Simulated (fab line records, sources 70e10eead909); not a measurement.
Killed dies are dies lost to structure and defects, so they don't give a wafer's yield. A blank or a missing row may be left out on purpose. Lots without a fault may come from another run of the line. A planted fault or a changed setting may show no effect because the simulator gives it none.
One fault seen from 3 desks | flow nand_harc | each desk has only its own numbers; what lay behind them comes last

THE METROLOGY DESK
What the gauges read, lot by lot, whatever tool the lot ran on: means of the sampled wafers that have a number. A lot is out of limits, marked OUT, if its mean lies more than 4 standard deviations from the usual mean; the brackets give that distance.
Columns: A = cd_nm at NHARC_A_M0_CD_MEAS_09, usual 80.2 nm; B = overlay_x_nm at NHARC_A_M0_OVL_MEAS_10, usual -0.3 nm; C = overlay_y_nm at NHARC_A_M0_OVL_MEAS_10, usual 0.3 nm; D = cd_nm at NHARC_A_M0_CD_MEAS_16, usual 80.3 nm
lot  | first seen here | A    | B    | C    | D
L788 | day 17 21:01    | 79.6 | -0.8 | 0.4  | 80.1
L790 | day 18 23:14    | 79.8 | -1.0 | 0.1  | 79.6
L793 | day 19 13:50    | 79.5 | -0.6 | 1.5  | 79.5
L808 | day 23 14:25    | 79.9 | -0.5 | -0.5 | 80.2
L809 | day 23 14:44    | 79.8 | 0.3  | -0.5 | 79.9
This desk's finding: nothing out of limits on any of the 5 lots.

THE DEFECT DESK
What the inspections along the route counted, lot by lot: means of the sampled wafers that have a number. A lot is out of limits, marked OUT, if its mean lies more than 4 standard deviations from the usual mean; the brackets give that distance.
Columns: A = raw_defect_count at NHARC_A_M0_INSPECT_11, usual 30
lot  | first seen here | A
L788 | day 17 21:08    | 27
L790 | day 18 23:22    | 24
L793 | day 19 13:58    | 29
L808 | day 23 14:32    | 23
L809 | day 23 14:52    | 38
This desk's finding: nothing out of limits on any of the 5 lots.

THE TOOL OWNER'S DESK: pvd_sputter-03
The tool's own readings at NHARC_A_M0_PVD_20 (deposits TaN, target thk 5 nm, time 8.06 s): means of the sampled wafers that have a number, for each lot that ran on this tool. A lot is out of limits, marked OUT, if its mean lies more than 4 standard deviations from the usual mean; the brackets give that distance.
Columns: A = throttle_valve_pct at NHARC_A_M0_PVD_20, usual 30.4 %
lot  | first seen here | A
L788 | day 17 22:14    | 29.5
L790 | day 19 00:28    | 29.9
This desk's finding: nothing out of limits on any of the 2 lots.

PUT TOGETHER
The metrology desk saw nothing out of limits.
The defect desk saw nothing out of limits.
The tool owner's desk saw nothing out of limits.

WHAT THE SIMULATOR HAD PUT IN
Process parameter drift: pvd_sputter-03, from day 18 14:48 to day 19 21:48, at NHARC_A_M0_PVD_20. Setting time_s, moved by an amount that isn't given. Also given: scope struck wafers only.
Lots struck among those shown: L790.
